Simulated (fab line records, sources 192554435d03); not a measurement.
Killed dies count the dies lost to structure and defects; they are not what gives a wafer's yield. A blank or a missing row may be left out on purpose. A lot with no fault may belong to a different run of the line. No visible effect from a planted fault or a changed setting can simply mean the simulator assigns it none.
Chamber matching ; flow n5 finfet ; 4 sister chambers for N5_SPACER0_ALD_07 on ald sin-01
The step deposits SiNx, target thk 2 nm. 16 wafers are shown with their chamber, then 8 later ones without.

== EACH WAFER AND ITS CHAMBER ==
wafer;chamber;heater power w (W)
L082.1;0;798
L082.2;2;773
L082.3;3;848
L086.2;0;771
L086.3;1;777
L086.5;0;766
L087.3;1;793
L087.4;1;806
L087.5;3;880
L090.2;1;813
L090.5;1;803
L090.6;0;785
L093.2;3;878
L093.4;1;798
L093.5;3;854
L094.1;2;784

SIGNATURES, as means of the wafers listed above
reading;chamber 0;chamber 1;chamber 2;chamber 3;scatter within a chamber
heater power w;780.00;798.33;778.50;865.00;13.8
Rule: for each reading, subtract the chamber's mean from the wafer's reading, divide by that reading's scatter and square the result; add these up over the readings and take the root, which gives the wafer's distance from the chamber. If the next closest chamber is less than 2 further off than the closest, the wafer can't be placed; otherwise it belongs to the closest. The scatter: take each reading less its chamber's mean, square it, sum over the shown wafers, divide by the number of wafers less the number of chambers, and take the root.

== WAFERS MISSING THEIR CHAMBER ==
wafer;heater power w (W)
L094.2;764
L094.3;855
L096.2;873
L096.4;789
L096.5;807
L097.1;801
L097.3;885
L097.5;864

== WHICH CHAMBER EACH WENT THROUGH ==
wafer;from the rows above;in truth
L094.2;can't be placed: 2 or 0 or 1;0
L094.3;3;3
L096.2;3;3
L096.4;can't be placed: 0 or 1 or 2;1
L096.5;can't be placed: 1 or 0 or 2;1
L097.1;can't be placed: 1 or 0 or 2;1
L097.3;3;3
L097.5;3;3
Placed correctly: 4 of 8. Can't be placed from these rows: 4 (the true chamber is among the candidates in 4). Wrongly placed: 0.
